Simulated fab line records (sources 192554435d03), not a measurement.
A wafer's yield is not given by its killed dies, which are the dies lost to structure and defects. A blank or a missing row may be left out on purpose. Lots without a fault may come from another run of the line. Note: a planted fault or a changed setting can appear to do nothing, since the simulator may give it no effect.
fab line records	flow n5Finfet
record: lots: 7	wafers: 21
route steps=1938 shown ZERO_LAYER@4 PMOS_HMC_CHANNEL_EPI@63 DUMMY_GATE@222 SD_EPI_N@268 MOL_CONTACT_COAG@563
startH: hours from the record's opening day to when the first of the lot's shown wafers began	waitH: hours elapsed since this lot's preceding step	" unchanged from the row above	L1.1+2: one row covering several wafers at once	- no value, or no start was given	* or withheld: withheld	< > ~ a bound
route shown NAME@n: NAME is a module with steps in the file, n the number in the route of the first one	usual: average and standard deviation across the fault-free wafers	same: alike in all rows	chamber/n: place in a boat	sites: the reading at each site	_std_site: how widely they spread, as a standard deviation	_edge_site: outer sites' mean less inner sites'	radiusMm: how far each site lies from the wafer's centre	mask NAME#n: copy n	behind: the last tool/chamber to shape the wafer	hold: reason for holding the lot/hours on hold/outcome of the hold	device: the n, p or np transistor that did not switch	end of line: tests of these same wafers at the route's end	a step given without rows: its recipe and nothing more	killed: dies lost to structure and defects at the first sort, not the wafer's yield	map: the dies of a wafer, with x for killed, . for not killed, _ for no die there
set.NAME: the run value of the setting; set.NAME@STEP: its run value at that earlier step	model.NAME: the simulator's own value behind a step, which no gauge read
lots where settings were altered on purpose, with a table for each step and a row for each wafer
== steps ==
step: N5_ZERO_LAYER_PECVD_02
recipe: material: SiO2	targetThkA: 100	tempC: 400	precursor: SiH4/N2O	pressureTorr: 0.75	rfW: 275	timeS: 6
lot.wafer	tool	chamber	startH	waitH	set.timeS	model.SiO2_of_ZERO_LAYER_PECVD_02.thkNm
L074.1	pecvd-01	2	12.28	0.0	5.357	8.96
L074.4	"	1	"	"	6	10.23
L074.5	"	2	"	"	6	10.36
L080.2	pecvd-02	0	48.30	0.0	6	9.908
L080.3	"	1	"	"	6.815	11.5
L080.6	"	1	"	"	6	10.33
L088.1	pecvd-02	2	96.28	0.0	6.519	10.84
L088.3	"	0	"	"	6.519	10.98
L088.4	"	0	"	"	6	10.18
L089.2	pecvd-01	2	102.29	0.0	6.542	10.85
L089.4	"	2	"	"	6	10.06
L089.5	"	1	"	"	6	9.914
L090.1	pecvd-01	0	108.28	0.0	6.61	10.89
L090.4	"	1	"	"	6	9.993
L090.6	"	2	"	"	6.61	11.1
L091.1	pecvd-02	1	114.31	0.0	6	10.05
L091.2	"	2	"	"	6	9.957
L091.4	"	1	"	"	6	10.27
L095.2	pecvd-01	2	138.28	0.0	6.246	10.44
L095.4	"	2	"	"	6.246	10.61
L095.5	"	1	"	"	6	9.962
step: N5_PMOS_HMC_CHANNEL_EPI_PEB_07
recipe: pebTempC: 110	pebTimeS: 60	resist: CAR-ArF-block
lot.wafer	tool	chamber	startH	waitH	set.pebTimeS
L074.1+4+5	lithoTrack-03	0	17.56	0.1	60
L080.2+6	lithoTrack-03	0	54.00	0.0	60
L080.3	"	0	"	"	50.32
L088.1+4	lithoTrack-03	0	101.34	0.1	60
L088.3	"	0	"	"	52.46
L089.2+5	lithoTrack-03	0	108.02	0.0	60
L089.4	"	0	"	"	52.46
L090.1+4	lithoTrack-03	0	113.33	0.1	63.6
L090.6	"	0	"	"	60
L091.1+2+4	lithoTrack-03	0	119.41	0.1	60
L095.2+4+5	lithoTrack-01	0	143.59	0.0	51.74
step: N5_PMOS_HMC_CHANNEL_EPI_DEVELOP_08
recipe: developTimeS: 30	developer: TMAH	resist: CAR-ArF-block	devTempC: 23	rinseLiquid: diw	dry: airSpin
lot.wafer	tool	chamber	startH	waitH	set.developTimeS
L074.1+4	lithoTrack-03	0	-	-	24.93
L074.5	"	0	"	"	30
L080.2+3+6	lithoTrack-03	0	-	-	33.17
L088.1	lithoTrack-03	0	-	-	30
L088.3+4	"	0	"	"	24.36
L089.2+4	lithoTrack-03	0	-	-	36.58
L089.5	"	0	"	"	30
L090.1+4+6	lithoTrack-03	0	-	-	30
L091.1+2+4	lithoTrack-03	0	-	-	30
L095.2	lithoTrack-01	0	-	-	30
L095.4+5	"	0	"	"	36.65
step: N5_PMOS_HMC_CHANNEL_EPI_CD_MEAS_09
recipe: targetCdNm: 237.4	landingEnergyEv: 500	detector: seInlens
usual: cdNm: 237.5/0.95
lot.wafer	tool	chamber	startH	waitH	set.pebTimeS@PMOS_HMC_CHANNEL_EPI_PEB_07	cdNm
L074.1	cdSem-02	0	17.63	-	60	236.6
L074.4	"	0	"	"	60	237.0
L074.5	"	0	"	"	60	239.3
L080.2	cdSem-03	0	54.06	-	60	238.3
L080.3	"	0	"	"	50.32	230.8
L080.6	"	0	"	"	60	238.7
L088.1	cdSem-02	0	101.41	-	60	238.0
L088.3	"	0	"	"	52.46	231.0
L088.4	"	0	"	"	60	235.5
L089.2	cdSem-01	0	108.09	-	60	238.7
L089.4	"	0	"	"	52.46	232.8
L089.5	"	0	"	"	60	238.1
L090.1	cdSem-01	0	113.40	-	63.6	239.8
L090.4	"	0	"	"	63.6	241.6
L090.6	"	0	"	"	60	237.9
L091.1	cdSem-03	0	119.48	-	60	239.0
L091.2	"	0	"	"	60	236.6
L091.4	"	0	"	"	60	237.2
L095.2	cdSem-02	0	143.66	-	51.74	231.3
L095.4	"	0	"	"	51.74	232.8
L095.5	"	0	"	"	51.74	231.3
step: N5_PMOS_HMC_CHANNEL_EPI_DESCUM_14
recipe: chemistry: O2	timeS: 7.9	sourcePowerW: 50	biasPowerW: 20	pressureMtorr: 20	rfFrequencyHz: 2.712e+07	tempC: 40	resist: CAR-ArF-block	o2FlowSccm: 225
lot.wafer	tool	chamber	startH	waitH	set.pebTimeS@PMOS_HMC_CHANNEL_EPI_PEB_07	model.PMOS_HMC_CHANNEL_EPI.cdNm
L074.1	rieDiel-01	2	17.72	0.0	60	236.5
L074.4	"	1	"	"	60	237.1
L074.5	"	3	"	"	60	239.2
L080.2+6	rieDiel-01	3	54.15	0.0	60	238.6
L080.3	"	2	"	"	50.32	230.8
L088.1	rieDiel-01	2	101.49	0.0	60	237.8
L088.3	"	1	"	"	52.46	231.3
L088.4	"	3	"	"	60	235.1
L089.2	rieDiel-04	3	108.18	0.0	60	238.8
L089.4	"	1	"	"	52.46	232.9
L089.5	"	1	"	"	60	238.1
L090.1	rieDiel-04	2	113.48	0.0	63.6	239.8
L090.4	"	1	"	"	63.6	241.6
L090.6	"	1	"	"	60	238
L091.1	rieDiel-04	0	119.56	0.0	60	239.1
L091.2	"	2	"	"	60	236.2
L091.4	"	1	"	"	60	237.5
L095.2	rieDiel-04	2	143.76	0.0	51.74	231.1
L095.4	"	0	"	"	51.74	232.5
L095.5	"	3	"	"	51.74	231.3
step: N5_PMOS_HMC_CHANNEL_EPI_ETCH_32
recipe: chemistry: N2/H2	target: BARC	stopOn: SiO2	targetDepthA: 858	overEtchFrac: 0.3	timeS: 50.3	ionEnergyEv: 200	maskMaterial: CAR-ArF-block	pressureMtorr: 30	sourceW: 840	biasW: 150	n2FlowSccm: 200	h2FlowSccm: 200
lot.wafer	tool	chamber	startH	waitH	set.pebTimeS@PMOS_HMC_CHANNEL_EPI_PEB_07	model.PMOS_HMC_CHANNEL_EPI.cdNm
L074.1	rieDiel-01	2	17.75	0.0	60	239.3
L074.4	"	1	"	"	60	240
L074.5	"	3	"	"	60	241.7
L080.2	rieDiel-01	3	54.19	0.0	60	240.3
L080.3	"	2	"	"	50.32	233.1
L080.6	"	3	"	"	60	240.9
L088.1	rieDiel-01	2	101.53	0.0	60	240.7
L088.3	"	1	"	"	52.46	234.4
L088.4	"	3	"	"	60	237.1
L089.2	rieDiel-04	3	108.21	0.0	60	241.3
L089.4	"	1	"	"	52.46	235.9
L089.5	"	1	"	"	60	240.8
L090.1	rieDiel-04	2	113.52	0.0	63.6	242.2
L090.4	"	1	"	"	63.6	244.2
L090.6	"	1	"	"	60	240.6
L091.1	rieDiel-04	0	119.60	0.0	60	242.3
L091.2	"	2	"	"	60	237.8
L091.4	"	1	"	"	60	240.1
L095.2	rieDiel-04	2	143.79	0.0	51.74	232.6
L095.4	"	0	"	"	51.74	235.6
L095.5	"	3	"	"	51.74	233.2
step: N5_PMOS_HMC_CHANNEL_EPI_HM_OPEN_15
recipe: chemistry: CHF3/O2	target: SiO2	maskMaterial: CAR-ArF-block	targetDepthA: 406	CHF3_flow_sccm: 50	O2_flow_sccm: 5	Ar_flow_sccm: 200	timeS: 20.3	pressureMtorr: 30	sourceW: 650	biasW: 170	ionEnergyEv: 200
lot.wafer	tool	chamber	startH	waitH	set.pebTimeS@PMOS_HMC_CHANNEL_EPI_PEB_07	model.PMOS_HMC_CHANNEL_EPI.cdNm
L074.1	rieDiel-01	2	17.79	0.0	60	239.2
L074.4	"	1	"	"	60	239.9
L074.5	"	3	"	"	60	241.8
L080.2	rieDiel-01	3	54.23	0.0	60	240.4
L080.3	"	2	"	"	50.32	233
L080.6	"	3	"	"	60	241
L088.1	rieDiel-01	2	101.57	0.0	60	240.6
L088.3	"	1	"	"	52.46	234.3
L088.4	"	3	"	"	60	237.2
L089.2	rieDiel-04	3	108.25	0.0	60	241.4
L089.4	"	1	"	"	52.46	235.8
L089.5	"	1	"	"	60	240.7
L090.1	rieDiel-04	2	113.56	0.0	63.6	242.2
L090.4	"	1	"	"	63.6	244.2
L090.6	"	1	"	"	60	240.5
L091.1	rieDiel-04	0	119.64	0.0	60	242.2
L091.2	"	2	"	"	60	237.9
L091.4	"	1	"	"	60	240
L095.2	rieDiel-04	2	143.83	0.0	51.74	232.7
L095.4	"	0	"	"	51.74	235.6
L095.5	"	3	"	"	51.74	233.2
step: N5_DUMMY_GATE_COAT_34
recipe: resist: SOC	tempC: 250	timeS: 60	spinRpm: 1500	resistThkNm: 60
lot.wafer	tool	chamber	startH	waitH	set.spinRpm	model.SOC_of_DUMMY_GATE_COAT_34.thkNm
L074.1+5	lithoTrack-05	0	45.82	0.1	1406	62.2
L074.4	"	0	"	"	1500	60.4
L080.2	lithoTrack-03	0	81.60	0.0	1637	57.6
L080.3	"	0	"	"	1637	57.4
L080.6	"	0	"	"	1500	60
L088.1+4	lithoTrack-03	0	132.70	0.0	1500	60.2
L088.3	"	0	"	"	1500	60
L089.2	lithoTrack-04	0	138.20	0.0	1500	60.2
L089.4+5	"	0	"	"	1500	60.4
L090.1+4+6	lithoTrack-03	0	143.47	0.0	1500	60
L091.1	lithoTrack-03	0	148.63	0.0	1500	59.8
L091.2+4	"	0	"	"	1500	59.6
L095.2	lithoTrack-04	0	173.53	0.0	1500	60.2
L095.4+5	"	0	"	"	1500	60
step: N5_DUMMY_GATE_COAT_35
recipe: resist: SiARC	tempC: 220	timeS: 60	spinRpm: 1500	resistThkNm: 10
step: N5_DUMMY_GATE_COAT_28
recipe: resist: underlayer	tempC: 205	timeS: 60	spinRpm: 1500	resistThkNm: 10
step: N5_DUMMY_GATE_ETCH_29
recipe: chemistry: N2/H2	target: underlayer	targetDepthA: 130	ionEnergyEv: 200	pressureMtorr: 30	sourceW: 840	biasW: 150	n2FlowSccm: 200	h2FlowSccm: 200
step: N5_DUMMY_GATE_ETCH_36
recipe: chemistry: CF4	target: SiARC	targetDepthA: 130	pressureMtorr: 40	sourceW: 545	biasW: 36	Ar_flow_sccm: 100	cf4FlowSccm: 100	ionEnergyEv: 80
step: N5_DUMMY_GATE_ETCH_37
recipe: chemistry: N2/H2	target: SOC	targetDepthA: 600	overetchA: 300	tempC: 40	ionEnergyEv: 200	pressureMtorr: 30	sourceW: 840	biasW: 150	n2FlowSccm: 200	h2FlowSccm: 200
lot.wafer	tool	chamber	startH	waitH	set.spinRpm@DUMMY_GATE_COAT_34	model.etch.depthNm
L074.1	rieDiel-04	2	46.49	0.0	1406	62.22
L074.4	"	3	"	"	1500	60.42
L074.5	"	3	"	"	1406	62.26
L080.2	rieDiel-04	2	82.14	0.0	1637	57.52
L080.3	"	0	"	"	1637	57.45
L080.6	"	3	"	"	1500	60.02
L088.1	rieDiel-04	2	133.24	0.0	1500	60.12
L088.3	"	3	"	"	1500	60.09
L088.4	"	1	"	"	1500	60.11
L089.2	rieDiel-01	0	138.87	0.0	1500	60.25
L089.4	"	3	"	"	1500	60.33
L089.5	"	0	"	"	1500	60.37
L090.1	rieDiel-06	3	144.01	0.0	1500	60.05
L090.4	"	1	"	"	1500	59.95
L090.6	"	0	"	"	1500	60.08
L091.1	rieDiel-06	3	151.05	0.0	1500	59.76
L091.2+4	"	0,2	"	"	1500	59.7
L095.2	rieDiel-01	3	174.20	0.0	1500	60.14
L095.4	"	2	"	"	1500	60.04
L095.5	"	0	"	"	1500	60
step: N5_SD_EPI_N_PEB_07
recipe: pebTempC: 110	pebTimeS: 60	resist: CAR-ArF-block
lot.wafer	tool	chamber	startH	waitH	set.pebTimeS
L074.1+4	lithoTrack-02	0	48.32	0.1	60
L074.5	"	0	"	"	64.02
L080.2+6	lithoTrack-01	0	84.06	0.0	52.41
L080.3	"	0	"	"	60
L088.1+3+4	lithoTrack-02	0	135.19	0.1	60
L089.2	lithoTrack-04	0	141.00	0.0	65.33
L089.4+5	"	0	"	"	60
L090.1+6	lithoTrack-04	0	146.09	0.1	53.74
L090.4	"	0	"	"	60
L091.1+2+4	lithoTrack-01	0	153.05	0.1	60
L095.2+4+5	lithoTrack-01	0	176.03	0.0	60
step: N5_SD_EPI_N_DEVELOP_08
recipe: developTimeS: 30	developer: TMAH	resist: CAR-ArF-block	devTempC: 23	rinseLiquid: diw	dry: airSpin
step: N5_SD_EPI_N_CD_MEAS_09
recipe: targetCdNm: 120	landingEnergyEv: 500	detector: seInlens
usual: cdNm: 120.0/0.65
lot.wafer	tool	chamber	startH	waitH	set.pebTimeS@SD_EPI_N_PEB_07	cdNm
L074.1	cdSem-03	0	48.39	-	60	118.8
L074.4	"	0	"	"	60	120.1
L074.5	"	0	"	"	64.02	122.8
L080.2	cdSem-01	0	84.13	-	52.41	114.9
L080.3	"	0	"	"	60	119.8
L080.6	"	0	"	"	52.41	114.6
L088.1	cdSem-03	0	135.26	-	60	120.3
L088.3	"	0	"	"	60	119.6
L088.4	"	0	"	"	60	120.5
L089.2	cdSem-03	0	141.07	-	65.33	123.6
L089.4	"	0	"	"	60	120.2
L089.5	"	0	"	"	60	121.4
L090.1	cdSem-02	0	146.15	-	53.74	115.9
L090.4	"	0	"	"	60	120.1
L090.6	"	0	"	"	53.74	116.1
L091.1	cdSem-02	0	153.12	-	60	120.9
L091.2	"	0	"	"	60	120.6
L091.4	"	0	"	"	60	120.4
L095.2	cdSem-01	0	176.10	-	60	120.3
L095.4	"	0	"	"	60	121.0
L095.5	"	0	"	"	60	119.4
step: N5_SD_EPI_N_DESCUM_14
recipe: chemistry: O2	timeS: 7.9	sourcePowerW: 50	biasPowerW: 20	pressureMtorr: 20	rfFrequencyHz: 2.712e+07	tempC: 40	resist: CAR-ArF-block	o2FlowSccm: 225
lot.wafer	tool	chamber	startH	waitH	set.pebTimeS@SD_EPI_N_PEB_07	model.SD_EPI_N.cdNm
L074.1	rieDiel-02	2	48.48	0.0	60	119
L074.4	"	0	"	"	60	119.8
L074.5	"	2	"	"	64.02	122.6
L080.2+6	rieDiel-05	3	84.22	0.0	52.41	115
L080.3	"	2	"	"	60	120.4
L088.1+3	rieDiel-03	1,0	135.90	0.6	60	120
L088.4	"	3	"	"	60	120.4
L089.2	rieDiel-02	0	141.19	0.1	65.33	123.4
L089.4	"	2	"	"	60	120
L089.5	"	1	"	"	60	121.4
L090.1	rieDiel-02	0	146.24	0.0	53.74	116.2
L090.4	"	2	"	"	60	119.8
L090.6	"	2	"	"	53.74	115.8
L091.1+4	rieDiel-03	1,2	153.21	0.0	60	120.8
L091.2	"	3	"	"	60	120.6
L095.2	rieDiel-05	1	176.47	0.3	60	120.2
L095.4	"	0	"	"	60	120.6
L095.5	"	1	"	"	60	119.2
step: N5_SD_EPI_N_ETCH_34
recipe: chemistry: CF4	target: SiARC	targetDepthA: 455	maskMaterial: CAR-ArF-block	timeS: 75.8	ionEnergyEv: 80	pressureMtorr: 40	sourceW: 545	biasW: 36	Ar_flow_sccm: 100	cf4FlowSccm: 100	ends: cleared
lot.wafer	tool	chamber	startH	waitH	set.pebTimeS@SD_EPI_N_PEB_07	model.SD_EPI_N.cdNm
L074.1	rieDiel-02	2	48.51	0.0	60	118.6
L074.4	"	0	"	"	60	119.6
L074.5	"	2	"	"	64.02	122.4
L080.2+6	rieDiel-05	3	84.25	0.0	52.41	114.8
L080.3	"	2	"	"	60	120.4
L088.1+3	rieDiel-03	1,0	135.93	0.0	60	119.8
L088.4	"	3	"	"	60	120.2
L089.2	rieDiel-02	0	141.22	0.0	65.33	123.4
L089.4	"	2	"	"	60	119.8
L089.5	"	1	"	"	60	121.4
L090.1	rieDiel-02	0	146.28	0.0	53.74	115.8
L090.4	"	2	"	"	60	119.6
L090.6	"	2	"	"	53.74	115.6
L091.1	rieDiel-03	1	153.24	0.0	60	120.6
L091.2	"	3	"	"	60	120.4
L091.4	"	2	"	"	60	121
L095.2	rieDiel-05	1	176.51	0.0	60	120.4
L095.4	"	0	"	"	60	120.6
L095.5	"	1	"	"	60	119.4
step: N5_SD_EPI_N_ETCH_45
recipe: chemistry: CH3F/O2	target: SiOCN	targetDepthA: 60	maskMaterial: SOC	ionEnergyEv: 60	biasW: 29	pressureMtorr: 15	sourceW: 410	Ar_flow_sccm: 150	CH3F_flow_sccm: 30	O2_flow_sccm: 20
lot.wafer	tool	chamber	startH	waitH	set.targetDepthA	model.etch.depthNm
L074.1	rieDiel-02	2	48.99	0.1	60	5.888
L074.4	"	0	"	"	60	6.005
L074.5	"	2	"	"	60	5.905
L080.2	rieDiel-05	3	84.73	0.1	60	6.095
L080.3	"	2	"	"	54.95	5.336
L080.6	"	3	"	"	54.95	5.602
L088.1	rieDiel-03	1	136.41	0.1	60	5.91
L088.3	"	0	"	"	60	5.847
L088.4	"	3	"	"	53.71	5.463
L089.2	rieDiel-02	0	141.70	0.1	55.51	5.634
L089.4	"	2	"	"	55.51	5.488
L089.5	"	1	"	"	60	5.925
L090.1	rieDiel-02	0	146.76	0.1	60	6.106
L090.4	"	2	"	"	57.96	5.772
L090.6	"	2	"	"	60	5.958
L091.1	rieDiel-03	1	153.72	0.1	60	5.985
L091.2	"	3	"	"	60	6.109
L091.4	"	2	"	"	60	6.099
L095.2	rieDiel-05	1	176.99	0.1	66.98	6.682
L095.4	"	0	"	"	66.98	6.665
L095.5	"	1	"	"	60	6.036
step: N5_MOL_CONTACT_COAG_PECVD_31
recipe: material: SiO2	targetThkA: 460	tempC: 400	precursor: TEOS/O2	pressureTorr: 6.5	rfW: withheld	teosFlowSccm: withheld	gas: O2	flowSccm: 2650	timeS: 8.9
lot.wafer	tool	chamber	startH	waitH	set.tempC	model.SiO2_of_MOL_CONTACT_COAG_PECVD_31.thkNm
L074.1	pecvd-02	0	101.16	0.3	412.8	42
L074.4	"	2	"	"	400	46
L074.5	"	0	"	"	400	47
L080.2	pecvd-01	2	133.89	0.3	394.2	45.8
L080.3	"	2	"	"	400	45.8
L080.6	"	1	"	"	394.2	47.4
L088.1+4	pecvd-04	1	188.16	0.3	400	45.4
L088.3	"	2	"	"	411.3	42.2
L089.2	pecvd-01	1	196.80	0.3	400	46.2
L089.4	"	0	"	"	414.5	42.4
L089.5	"	1	"	"	400	47.2
L090.1	pecvd-01	2	198.12	0.3	400	45
L090.4	"	1	"	"	400	46.4
L090.6	"	2	"	"	400	46
L091.1	pecvd-01	1	203.95	0.3	400	45.4
L091.2	"	0	"	"	400	45.8
L091.4	"	1	"	"	400	46
L095.2	pecvd-01	1	235.48	0.3	400	44.6
L095.4	"	2	"	"	386.4	49.2
L095.5	"	0	"	"	400	46
step: N5_MOL_CONTACT_COAG_ETCHBACK_135
recipe: chemistry: CHF3	target: SiO2	targetDepthA: 250	timeS: 16.7	ionEnergyEv: 200	pressureMtorr: 30	sourceW: 610	biasW: 170	Ar_flow_sccm: 200	CHF3_flow_sccm: 50
lot.wafer	tool	chamber	startH	waitH	set.timeS	model.SOC_of_MOL_CONTACT_COAG_COAT_75.thkNm
L074.1	rieDiel-03	2	102.19	0.0	16.7	57.2
L074.4+5	"	3	"	"	13.86	57.8
L080.2+3	rieDiel-05	2,0	135.21	0.0	18.75	57.2
L080.6	"	3	"	"	16.7	57.6
L088.1+4	rieDiel-05	0,2	189.53	0.0	13.51	57.8
L088.3	"	2	"	"	16.7	57.2
L089.2	rieDiel-03	3	197.77	0.0	16.7	57.4
L089.4	"	1	"	"	16.7	57.6
L089.5	"	2	"	"	15.3	57.8
L090.1+6	rieDiel-02	3	199.41	0.0	16.7	57.4
L090.4	"	1	"	"	16.7	57.6
L091.1	rieDiel-05	2	204.91	0.0	16.7	57.2
L091.2	"	1	"	"	16.7	57.4
L091.4	"	3	"	"	16.7	57.6
L095.2	rieDiel-02	0	236.59	0.0	20.14	57
L095.4	"	2	"	"	20.14	56.8
L095.5	"	1	"	"	16.7	57.6
step: N5_MOL_CONTACT_COAG_STRIP_118
recipe: chemistry: CHF3	resist: SiARC	rfFrequencyHz: 6e+07
step: N5_MOL_CONTACT_COAG_VIA_ETCH_46
recipe: chemistry: C4F6/O2	targetDepthA: 460	overetchA: 92	maskMaterial: SOC	target: SiO2	biasW: 455	pressureMtorr: 10	timeS: 40	sourceW: 325	Ar_flow_sccm: 300	C4F6_flow_sccm: 10	O2_flow_sccm: 10	ionEnergyEv: 575.3	ends: endPoint
lot.wafer	tool	chamber	startH	waitH	set.tempC@MOL_CONTACT_COAG_PECVD_31	model.etch.depthNm
L074.1	rieDiel-03	2	102.22	0.0	412.8	41.99
L074.4	"	3	"	"	400	46.04
L074.5	"	3	"	"	400	47.01
L080.2	rieDiel-05	2	135.24	0.0	394.2	45.83
L080.3	"	0	"	"	400	45.87
L080.6	"	3	"	"	394.2	47.34
L088.1	rieDiel-05	0	189.57	0.0	400	45.35
L088.3	"	2	"	"	411.3	42.18
L088.4	"	2	"	"	400	45.37
L089.2	rieDiel-03	3	197.80	0.0	400	46.28
L089.4	"	1	"	"	414.5	42.47
L089.5	"	2	"	"	400	47.2
L090.1	rieDiel-02	3	199.45	0.0	400	45.05
L090.4	"	1	"	"	400	46.31
L090.6	"	3	"	"	400	46.01
L091.1	rieDiel-05	2	204.94	0.0	400	45.48
L091.2	"	1	"	"	400	45.77
L091.4	"	3	"	"	400	45.93
L095.2	rieDiel-02	0	236.62	0.0	400	44.6
L095.4	"	2	"	"	386.4	49.28
L095.5	"	1	"	"	400	46.03
== key ==
split: step: N5_ZERO_LAYER_PECVD_02	setting: timeS	stated: 6	by: wafer
response: step: N5_ZERO_LAYER_PECVD_02	reading: model.SiO2_of_ZERO_LAYER_PECVD_02.thkNm	change: +0.104	per: 1%	r: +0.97
split: step: N5_PMOS_HMC_CHANNEL_EPI_PEB_07	setting: pebTimeS	stated: 60	by: wafer
response: step: N5_PMOS_HMC_CHANNEL_EPI_CD_MEAS_09	reading: cdNm	change: +0.463	per: 1%	r: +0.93
response: step: N5_PMOS_HMC_CHANNEL_EPI_DESCUM_14	reading: model.PMOS_HMC_CHANNEL_EPI.cdNm	change: +0.453	per: 1%	r: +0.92
response: step: N5_PMOS_HMC_CHANNEL_EPI_ETCH_32	reading: model.PMOS_HMC_CHANNEL_EPI.cdNm	change: +0.421	per: 1%	r: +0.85
response: step: N5_PMOS_HMC_CHANNEL_EPI_HM_OPEN_15	reading: model.PMOS_HMC_CHANNEL_EPI.cdNm	change: +0.431	per: 1%	r: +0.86
split: step: N5_PMOS_HMC_CHANNEL_EPI_DEVELOP_08	setting: developTimeS	stated: 30	by: wafer
response none clear
split: step: N5_DUMMY_GATE_COAT_34	setting: spinRpm	stated: 1500	by: wafer
response: step: N5_DUMMY_GATE_COAT_34	reading: model.SOC_of_DUMMY_GATE_COAT_34.thkNm	change: -0.278	per: 1%	r: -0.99
response: step: N5_DUMMY_GATE_ETCH_37	reading: model.etch.depthNm	change: -0.282	per: 1%	r: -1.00
split: step: N5_SD_EPI_N_PEB_07	setting: pebTimeS	stated: 60	by: wafer
response: step: N5_SD_EPI_N_CD_MEAS_09	reading: cdNm	change: +0.391	per: 1%	r: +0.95
response: step: N5_SD_EPI_N_DESCUM_14	reading: model.SD_EPI_N.cdNm	change: +0.391	per: 1%	r: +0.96
response: step: N5_SD_EPI_N_ETCH_34	reading: model.SD_EPI_N.cdNm	change: +0.404	per: 1%	r: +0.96
split: step: N5_SD_EPI_N_ETCH_45	setting: targetDepthA	stated: 60	by: wafer
response: step: N5_SD_EPI_N_ETCH_45	reading: model.etch.depthNm	change: +0.0538	per: 1%	r: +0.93
split: step: N5_MOL_CONTACT_COAG_PECVD_31	setting: tempC	stated: 400	by: wafer
response: step: N5_MOL_CONTACT_COAG_PECVD_31	reading: model.SiO2_of_MOL_CONTACT_COAG_PECVD_31.thkNm	change: -1.19	per: 1%	r: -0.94
response: step: N5_MOL_CONTACT_COAG_VIA_ETCH_46	reading: model.etch.depthNm	change: -1.19	per: 1%	r: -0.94
split: step: N5_MOL_CONTACT_COAG_ETCHBACK_135	setting: timeS	stated: 16.7	by: wafer
response: step: N5_MOL_CONTACT_COAG_ETCHBACK_135	reading: model.SOC_of_MOL_CONTACT_COAG_COAT_75.thkNm	change: -0.0335	per: 1%	r: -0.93
